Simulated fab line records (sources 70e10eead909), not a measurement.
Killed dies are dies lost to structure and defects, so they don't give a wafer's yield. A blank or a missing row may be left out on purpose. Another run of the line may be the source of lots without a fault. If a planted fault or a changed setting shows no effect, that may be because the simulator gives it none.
fab line records    flow nandHarc
record lots=6  wafers=18  lastDay=33
route steps=1302 shown P_M0@264 END@1302
lots that met no fault: from a run of the same line without faults
startH: hours from the record's opening day to when the first of the lot's shown wafers began    waitH: time in hours since the lot's previous step    " as in the row above    L1.1+2: one row covering several wafers at once    - either no value or no given start    * or withheld: withheld    < > ~ a bound
route shown NAME@n: NAME is a module with steps in the file, n the number in the route of the first one    usual: the fault-free wafers' mean and standard deviation    same: alike in all rows    chamber/n: place in a boat    sites: per-site readings    _std_site: their standard deviation    _edge_site: outer sites' mean less inner sites'    radiusMm: how far each site lies from the wafer's centre    mask NAME#n: copy n    behind: tool/chamber where the wafer was last shaped    hold: cause of the lot's hold/its duration in hours/its outcome    device: the transistor (n, p or np) that didn't switch    end of line: the tests these same wafers got at the end of their route    a step with no rows: only its recipe    killed: not the wafer's yield, but the dies lost to structure and defects at the first sort    map: dies across one wafer; x = killed, . = not, _ = none there
set.NAME: the run value of the setting; set.NAME@STEP: its run value at that earlier step    model.NAME: the simulator's own value behind a step, which no gauge read
a table for each step, a row for each wafer; lots at some steps of the route
services: from which hour (startH, from the record's first day; less than 0 if before it) a tool's chamber was out of use, for how many hours, and why
## steps
# step NHARC_P_M0_OVL_MEAS_10
# recipe pitchNm=180
# usual overlayXNm=-0.1/0.85  overlayYNm=-0.2/0.99
lot.wafer  tool        chamber  startH  waitH  overlayXNm  overlayYNm
L588.2     overlay-01  -        182.10  -      0.3         0.6
L588.4     "           -        "       "      0.0         0.2
L588.6     "           -        "       "      0.3         0.2
L589.3     overlay-01  -        187.00  -      -0.7        0.0
L589.4     "           -        "       "      -1.1        0.3
L589.5     "           -        "       "      -0.2        0.0
L592.1     overlay-02  -        219.19  -      0.5         0.5
L592.3     "           -        "       "      -0.1        0.2
L592.6     "           -        "       "      0.4         0.7
L594.1     overlay-01  -        244.52  -      0.7         -3.1
L594.5     "           -        "       "      0.5         -2.9
L594.6     "           -        "       "      0.5         -3.1
L601.2     overlay-01  -        316.99  -      1.3         0.3
L601.3     "           -        "       "      1.3         0.2
L601.4     "           -        "       "      1.6         0.4
L604.3     overlay-01  -        335.96  -      -0.7        -0.7
L604.4     "           -        "       "      -0.8        -0.8
L604.5     "           -        "       "      -1.0        -0.7
# step NHARC_P_M0_INSPECT_11
# usual rawDefectCount=4.2/2.4
lot.wafer  tool              chamber  startH  waitH  rawDefectCount
L588.2     defectInspect-02  -        182.14  0.0    9
L588.4     "                 -        "       "      3
L588.6     "                 -        "       "      5
L589.3     defectInspect-01  -        187.03  0.0    6
L589.4     "                 -        "       "      5
L589.5     "                 -        "       "      8
L592.1     defectInspect-02  -        219.22  0.0    3
L592.3     "                 -        "       "      6
L592.6     "                 -        "       "      9
L594.1     defectInspect-01  -        244.56  0.0    3
L594.5     "                 -        "       "      2
L594.6     "                 -        "       "      4
L601.2     defectInspect-01  -        317.03  0.0    7
L601.3     "                 -        "       "      6
L601.4     "                 -        "       "      1
L604.3     defectInspect-01  -        335.99  0.0    2
L604.4     "                 -        "       "      1
L604.5     "                 -        "       "      4
# step NHARC_P_M0_DESCUM_14
# recipe timeS=3  o2FlowSccm=200  arFlowSccm=0  biasPowerW=0  chemistry=O2
# usual drypumpMotorCurrentA=5.9/0.63  o2FlowSccm=200.1/0.55  oesProductAu=0.998/0.0094  rfVppV=57.7/0.81  showerheadPlenumPTorr=1.88/0.071  throttleValvePct=11.311/0.0095
lot.wafer  tool        chamber  startH  waitH  drypumpMotorCurrentA  o2FlowSccm  oesProductAu  rfHoursCounterH  rfVppV  showerheadPlenumPTorr  throttleValvePct
L588.2     rieDiel-05  3        182.21  0.1    5.7                   199.6       0.993         38               58.6    1.99                   11.305
L588.4     "           1        "       "      6.1                   200.2       1.009         -                58.7    1.82                   11.316
L588.6     "           0        "       "      5.7                   199.8       0.996         -                57.5    1.92                   11.311
L589.3     rieDiel-04  2        187.10  0.1    6.4                   199.3       1.009         0                56.5    1.91                   11.325
L589.4     "           0        "       "      4.8                   200.8       0.993         0                56.1    1.85                   11.320
L589.5     "           1        "       "      6.5                   199.4       1.003         -                56.5    1.77                   11.305
L592.1     rieDiel-03  1        219.28  0.1    5.7                   199.7       0.999         36               58.7    1.96                   11.314
L592.3     "           0        "       "      6.5                   200.7       1.009         33               57.8    2.00                   11.315
L592.6     "           1        "       "      5.7                   200.3       1.007         -                59.7    1.96                   11.324
L594.1     rieDiel-03  3        244.63  0.1    5.9                   200.1       1.012         42               57.6    1.78                   11.311
L594.6     "           2        "       "      4.9                   199.2       1.012         -                57.4    1.93                   11.320
L594.5     "           3        "       "      5.9                   200.2       1.002         -                56.0    1.78                   11.293
L601.2     rieDiel-04  2        317.09  0.1    6.4                   200.0       0.997         23               58.3    1.91                   11.331
L601.3     "           3        "       "      6.5                   201.3       0.990         24               57.8    1.88                   11.317
L601.4     "           0        "       "      4.8                   200.3       0.985         23               57.3    1.85                   11.297
L604.4     rieDiel-04  0        336.06  0.1    4.8                   200.6       0.986         27               57.5    1.84                   11.304
L604.3     "           2        "       "      6.4                   199.5       0.993         26               57.4    1.90                   11.318
L604.5     "           0        "       "      4.8                   200.9       1.001         -                56.7    1.84                   11.325
# step NHARC_P_M0_ETCH_34
# recipe targetDepthA=400  overetchA=120  timeS=43.94  ionEnergyEv=200  n2FlowSccm=150  h2FlowSccm=150  arFlowSccm=0  rfW=400  biasW=150  chemistry=N2/H2
# step NHARC_P_M0_ETCH_15
# recipe targetDepthA=1500  overetchA=150  timeS=82.5  c4f8FlowSccm=withheld  arFlowSccm=400  rfW=600  biasW=300  chemistry=C4F8/Ar
# step NHARC_P_M0_CD_MEAS_16
# usual cdNm=90.4/0.86
lot.wafer  tool      chamber  startH  waitH  cdNm
L588.2     cdSem-01  -        182.61  -      88.8
L588.4     "         -        "       "      89.2
L588.6     "         -        "       "      90.1
L589.3     cdSem-02  -        187.40  -      91.2
L589.4     "         -        "       "      91.5
L589.5     "         -        "       "      90.2
L592.1     cdSem-02  -        219.63  -      91.3
L592.3     "         -        "       "      91.4
L592.6     "         -        "       "      90.4
L594.1     cdSem-03  -        244.97  -      89.6
L594.5     "         -        "       "      89.1
L594.6     "         -        "       "      89.3
L601.2     cdSem-03  -        317.39  -      89.7
L601.3     "         -        "       "      89.6
L601.4     "         -        "       "      90.0
L604.3     cdSem-03  -        336.48  -      89.8
L604.4     "         -        "       "      90.2
L604.5     "         -        "       "      90.1
# step NHARC_P_M0_STRIP_18
# recipe powerW=1000  n2FlowSccm=150  h2FlowSccm=150  arFlowSccm=0  biasW=0  chemistry=N2/H2
# usual drypumpMotorCurrentA=5.9/0.59  oesProductAu=0.996/0.009  powerW=1000/3  rfVppV=90.4/0.95  showerheadPlenumPTorr=2.01/0.079  throttleValvePct=14.171/0.01
lot.wafer  tool        chamber  startH  waitH  drypumpMotorCurrentA  oesProductAu  powerW  rfHoursCounterH  rfVppV  showerheadPlenumPTorr  throttleValvePct
L588.2     rieDiel-05  0        182.77  0.2    5.7                   0.985         998     40               89.7    2.04                   14.165
L588.6     "           0        "       "      5.7                   0.992         998     -                91.8    2.04                   14.157
L588.4     "           1        "       "      6.1                   1.001         1000    -                88.8    1.93                   14.175
L589.3     rieDiel-04  1        187.47  0.1    6.5                   0.988         999     0                89.9    1.88                   14.179
L589.4     "           0        "       "      4.8                   0.991         998     0                91.2    1.97                   14.186
L589.5     "           1        "       "      6.5                   0.985         1001    -                89.5    1.88                   14.187
L592.3     rieDiel-04  0        219.70  0.1    4.8                   0.998         998     7                90.7    1.97                   14.160
L592.1     "           2        "       "      6.4                   1.006         997     7                90.0    2.04                   14.162
L592.6     "           1        "       "      6.4                   0.988         1001    -                89.7    1.88                   14.160
L594.1     rieDiel-03  0        245.07  0.1    6.5                   0.999         997     41               90.4    2.13                   14.168
L594.6     "           0        "       "      6.5                   0.999         999     -                93.2    2.13                   14.179
L594.5     "           1        "       "      5.7                   1.004         1001    -                91.6    2.09                   14.178
L601.3     rieDiel-04  1        317.46  0.1    6.5                   0.989         997     22               89.5    1.88                   14.176
L601.4     "           2        "       "      6.4                   0.998         1002    23               90.2    2.03                   14.196
L601.2     "           3        "       "      6.4                   0.987         1003    24               91.2    2.00                   14.158
L604.3     rieDiel-05  3        336.55  0.1    5.7                   0.985         997     30               91.2    2.11                   14.169
L604.4     "           1        "       "      6.1                   0.997         999     34               88.3    1.91                   14.174
L604.5     "           0        "       "      5.7                   1.003         998     -                89.3    2.02                   14.149
# step NHARC_P_M0_STRIP_19
# recipe timeS=600  tempC=30  chemistry=postEtchResidueRemover
# step NHARC_P_M0_DEGAS_28
# recipe tempC=250  timeS=60
# step NHARC_P_M0_PRE_CLEAN_29
# recipe timeS=30  tempC=280  gas=H2/He
# usual heaterPowerW=406/26
lot.wafer  tool           chamber  startH  waitH  heaterPowerW
L588.2     pvdSputter-03  -        -       -      457
L588.4     "              -        "       "      358
L588.6     "              -        "       "      396
L589.3     pvdSputter-03  -        -       -      365
L589.4     "              -        "       "      396
L589.5     "              -        "       "      375
L592.1     pvdSputter-03  -        -       -      394
L592.3     "              -        "       "      443
L592.6     "              -        "       "      403
L594.1     pvdSputter-01  -        -       -      412
L594.6     "              -        "       "      418
L594.5     "              -        "       "      394
L601.2     pvdSputter-01  -        -       -      391
L601.4     "              -        "       "      382
L601.3     "              -        "       "      421
L604.3     pvdSputter-02  -        -       -      461
L604.4     "              -        "       "      399
L604.5     "              -        "       "      460
# step NHARC_P_M0_PVD_20
# recipe targetThkA=50  biasV=168.6  powerW=15000  chamberPressurePa=0.12  timeS=8.06  substrateTempC=50  material=TaN
# usual throttleValvePct=29.9/0.89
lot.wafer  tool           chamber  startH  waitH  throttleValvePct
L588.4     pvdSputter-03  -        -       -      28.9
L588.2     "              -        "       "      29.8
L588.6     "              -        "       "      28.3
L589.3     pvdSputter-03  -        -       -      29.8
L589.4     "              -        "       "      30.9
L589.5     "              -        "       "      28.5
L592.1     pvdSputter-03  -        -       -      29.3
L592.3     "              -        "       "      30.8
L592.6     "              -        "       "      28.8
L594.1     pvdSputter-01  -        -       -      29.8
L594.6     "              -        "       "      29.8
L594.5     "              -        "       "      30.1
L601.2     pvdSputter-01  -        -       -      29.7
L601.4     "              -        "       "      30.0
L601.3     "              -        "       "      30.0
L604.4     pvdSputter-02  -        -       -      29.5
L604.3     "              -        "       "      28.8
L604.5     "              -        "       "      31.4
# step NHARC_P_M0_PVD_21
# recipe targetThkA=300  chamberPressurePa=5  powerW=5000  substrateTempC=30  timeS=20.49  material=Cu
# usual throttleValvePct=29.9/0.92
lot.wafer  tool           chamber  startH  waitH  throttleValvePct
L588.2     pvdSputter-03  -        -       -      28.1
L588.4     "              -        "       "      30.9
L588.6     "              -        "       "      28.9
L589.4     pvdSputter-03  -        -       -      28.0
L589.3     "              -        "       "      28.8
L589.5     "              -        "       "      30.6
L592.1     pvdSputter-03  -        -       -      30.9
L592.3     "              -        "       "      28.0
L592.6     "              -        "       "      29.8
L594.1     pvdSputter-01  -        -       -      29.8
L594.6     "              -        "       "      31.4
L594.5     "              -        "       "      29.6
L601.4     pvdSputter-01  -        -       -      30.0
L601.3     "              -        "       "      31.4
L601.2     "              -        "       "      30.0
L604.3     pvdSputter-02  -        -       -      29.0
L604.4     "              -        "       "      29.8
L604.5     "              -        "       "      29.7
# step NHARC_P_M0_ECD_22
# recipe targetThkA=4000  bathTempC=25  material=Cu
lot.wafer   tool      chamber  startH  waitH
L588.2+4+6  ecdCu-01  0        183.68  -
L589.4+3+5  ecdCu-02  1,0,0    188.48  -
L592.1+3+6  ecdCu-01  0,1,1    220.66  -
L594.1+5+6  ecdCu-01  0,1,0    246.03  -
L601.2+3+4  ecdCu-02  0,0,1    318.37  -
L604.3+4+5  ecdCu-02  0,1,1    337.56  -
# step NHARC_P_M0_ANNEAL_30
# recipe tempC=225  timeS=90
# step NHARC_P_M0_CMP_23
# recipe tOverpolishS=20  targetThkNm=117.54
# usual motorCurrentA=12.6/1.2  timeToEndpointS=28.1/2.9
lot.wafer  tool    chamber  startH  waitH  motorCurrentA  timeToEndpointS
L588.2     cmp-01  0        184.40  -      12.8           30.3
L588.4     "       1        "       "      12.3           30.2
L588.6     "       0        "       "      13.6           30.4
L589.4     cmp-03  2        189.13  -      10.1           31.5
L589.3     "       3        "       "      12.6           27.0
L589.5     "       2        "       "      9.9            25.7
L592.3     cmp-04  2        221.39  -      12.6           25.9
L592.1     "       3        "       "      12.7           10.1
L592.6     "       0        "       "      11.4           29.7
L594.1     cmp-03  3        246.76  -      13.0           10.8
L594.5     "       1        "       "      15.0           27.9
L594.6     "       2        "       "      10.7           28.0
L601.2     cmp-03  1        319.09  -      13.4           30.5
L601.4     "       2        "       "      10.8           30.3
L601.3     "       0        "       "      12.2           34.2
L604.3     cmp-04  0        338.18  -      11.9           29.2
L604.4     "       3        "       "      12.5           27.8
L604.5     "       1        "       "      12.6           25.5
# step NHARC_P_M0_THK_MEAS_24
# recipe thkMeasGauge=xrf
# usual thkNm=117.0/1.5
lot.wafer  tool          chamber  startH  waitH  thkNm
L588.2     filmMetro-01  -        184.72  -      119.3
L588.4     "             -        "       "      116.2
L588.6     "             -        "       "      116.9
L589.3     filmMetro-02  -        189.42  -      116.8
L589.4     "             -        "       "      115.2
L589.5     "             -        "       "      116.3
L592.1     filmMetro-02  -        221.64  -      116.2
L592.3     "             -        "       "      117.6
L592.6     "             -        "       "      121.0
L594.1     filmMetro-02  -        247.01  -      117.5
L594.5     "             -        "       "      118.4
L594.6     "             -        "       "      119.4
L601.2     filmMetro-01  -        319.41  -      119.0
L601.3     "             -        "       "      118.6
L601.4     "             -        "       "      116.7
L604.3     filmMetro-02  -        338.50  -      117.0
L604.4     "             -        "       "      117.5
L604.5     "             -        "       "      115.4
# step NHARC_END_SORT_01
# recipe tempC=25
# usual defectLimitedYield=89.8/2.9  killedAtArray=65/19  killedAtOther=0.9/1.1  killedAtPeriphery=3.5/2.3  killedDies=69/19  killedOpen=3.2/1.8  killedShort=2.4/1.5
# same grossDies=677
lot.wafer  tool       chamber  startH  waitH  defectLimitedYield[%]  killedAtArray  killedAtOther  killedAtPeriphery  killedDies  killedOpen  killedShort
L589.5     prober-02  0        630.52  3.7    89.2                   66             0              7                  73          2           7
L594.1     prober-01  0        676.05  2.5    86.0                   75             1              19                 95          4           2
L594.5     prober-01  0        679.32  3.8    89.8                   67             0              2                  69          4           1
L594.6     prober-01  0        680.14  4.1    89.4                   72             0              0                  72          3           0
L592.1     prober-02  0        683.87  2.5    86.9                   74             0              15                 89          3           1
# killed by level:class
L589.5 A_CHANNEL_HOLE_D1:chamberFilmFlake=43 A_CHANNEL_HOLE_D2:chamberFilmFlake=12 A_CHANNEL_FILL_D1:geometricParticle:short=3 P_M0:chamberFilmFlake=3 P_GATE:chamberFilmFlake=3 A_ONON_D1:geometricParticle:short=2 A_CONTACT:chamberFilmFlake=2 P_CONTACT:geometricParticle:open=1
L594.1 A_CHANNEL_HOLE_D1:chamberFilmFlake=35 A_CHANNEL_HOLE_D2:chamberFilmFlake=19 P_M0:areaEcd=18 A_STAIRCASE:chamberFilmFlake=6 A_CONTACT:chamberFilmFlake=5 A_SLIT:chamberFilmFlake=2 A_CHANNEL_FILL_D1:geometricParticle:short=1 A_CHANNEL_FILL_D1:geometricParticle:open=1
L594.5 A_CHANNEL_HOLE_D1:chamberFilmFlake=28 A_CHANNEL_HOLE_D2:chamberFilmFlake=23 A_CONTACT:chamberFilmFlake=6 A_STAIRCASE:chamberFilmFlake=4 P_M1:geometricParticle:open=1 A_ONON_D2:geometricParticle:open=1 A_CHANNEL_HOLE_D2:geometricParticle:open=1 A_SGD_CUT:geometricParticle:open=1
L594.6 A_CHANNEL_HOLE_D1:chamberFilmFlake=41 A_CHANNEL_HOLE_D2:chamberFilmFlake=19 A_STAIRCASE:chamberFilmFlake=3 A_CONTACT:chamberFilmFlake=3 A_CHANNEL_FILL_D2:geometricParticle:open=2 A_WL_FILL:chamberFilmFlake=2 A_WL_FILL:geometricParticle:open=1 A_SLIT:chamberFilmFlake=1
L592.1 A_SLIT:chamberFilmFlake=31 A_CHANNEL_HOLE_D1:chamberFilmFlake=29 P_M0:areaEcd=11 A_STAIRCASE:chamberFilmFlake=5 A_WL_FILL:chamberFilmFlake=3 P_STI:chamberFilmFlake=2 A_SGD_CUT:chamberFilmFlake=2 P_M0:geometricParticle:open=1
# map L592.6 (x killed, . not)
____________.____________
_________xx....._________
_______..x........_______
______.............______
_____..............._____
____.................____
____.................____
___..........x........___
___...................___
__.....................__
__..x...x.x..x.........__
_..........x.x..x......._
_........x.xx..........._
_........xxxxx....x....._
_........x.xxx.........._
_.......xxxxxx.........._
........x.xxxxx..........
......x.x.x.xx.x.........
....x....xxxx............
........x.xx.x..x........
.......xxxx..x...........
_....x.xxxx.x..........._
_....xxxxxxxx..........._
_....xx.xxxxx..........._
_......xxxx............._
_.....x.xxxx............_
__.....x...............__
__.....................__
___................x..___
___...................___
____.....x...........____
____...x.............____
_____..............._____
______x............______
_______..x.x......_______
_________......._________
____________.____________
# map L594.1 (x killed, . not)
____________.____________
_________.x...x._________
_______..........._______
______..x...x......______
_____..............x_____
____.........x.......____
____...............x.____
___...................___
___...................___
__.....................__
__....x.xx........xx...__
_...x.....x.x..........._
_.x.x...x.x...x........._
_.........x............._
_....x....xxx..........._
_.x........xx.x..x...x.._
..x...x.xx.xxx....x......
x.x......................
........xx.xx....x.......
........xxxx..x..........
.....x.xxxx..............
_......xxxx............._
_x...xx.xxx....x........_
_.....xxx.xx............_
_.....xxx.x...x........._
_.....xxxx.............._
__x...xx..x............__
__.....x.x............x__
___........x..xx......___
___...................___
____..x..............____
____.................____
_____.x............._____
______.....x.......______
_______x.........._______
_________......._________
____________.____________
## services
tool           chamber  startH  hours  kind
ecdCu-01       -        160.00  8.0    pm
cmp-03         -        162.02  4.0    pm
pvdSputter-03  -        170.26  10.0   pm
cmp-01         -        174.48  9.3    repair
rieDiel-04     -        177.90  9.0    pm
rieDiel-05     2        179.32  6.6    repair
rieDiel-05     -        180.99  0.5    repair
cmp-01         -        185.63  4.0    pm
pvdSputter-03  -        204.12  4.1    repair
cmp-04         -        209.03  4.0    pm
rieDiel-03     2        213.34  8.4    repair
pvdSputter-02  -        225.95  10.9   repair
pvdSputter-01  -        226.08  10.0   pm
cmp-04         -        229.54  3.3    repair
rieDiel-05     -        230.04  9.0    pm
ecdCu-02       -        244.13  8.0    pm
cmp-03         -        260.02  4.0    pm
cmp-01         -        273.13  1.0    repair
rieDiel-03     -        282.15  0.4    repair
pvdSputter-02  -        282.45  10.0   pm
cmp-03         -        304.02  1.1    repair
cmp-04         -        307.03  4.0    pm
cmp-04         -        324.17  5.4    repair
ecdCu-01       -        336.00  8.0    pm
## key
firstSign step=NHARC_P_M0_CMP_23  reading=timeToEndpointS  direction=down  sigmas=6.2  usual=*  struck=*
effect step=NHARC_END_SORT_01  reading=killedAtPeriphery  direction=up  sigmas=5.9  usual=3.5  struck=17
metAt NHARC_P_M0_ECD_22
struckWafers L592.1,L594.1
onsetBetween 183.68 220.66
fault kind=processParameterDrift  tool=ecdCu-01  chamber=-  onsetH=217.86  steps=NHARC_P_M0_ECD_22  channel=targetThkA  offset=*  shape=step  endH=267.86  scope=struckWafersOnly  actsIn=*  stated=*
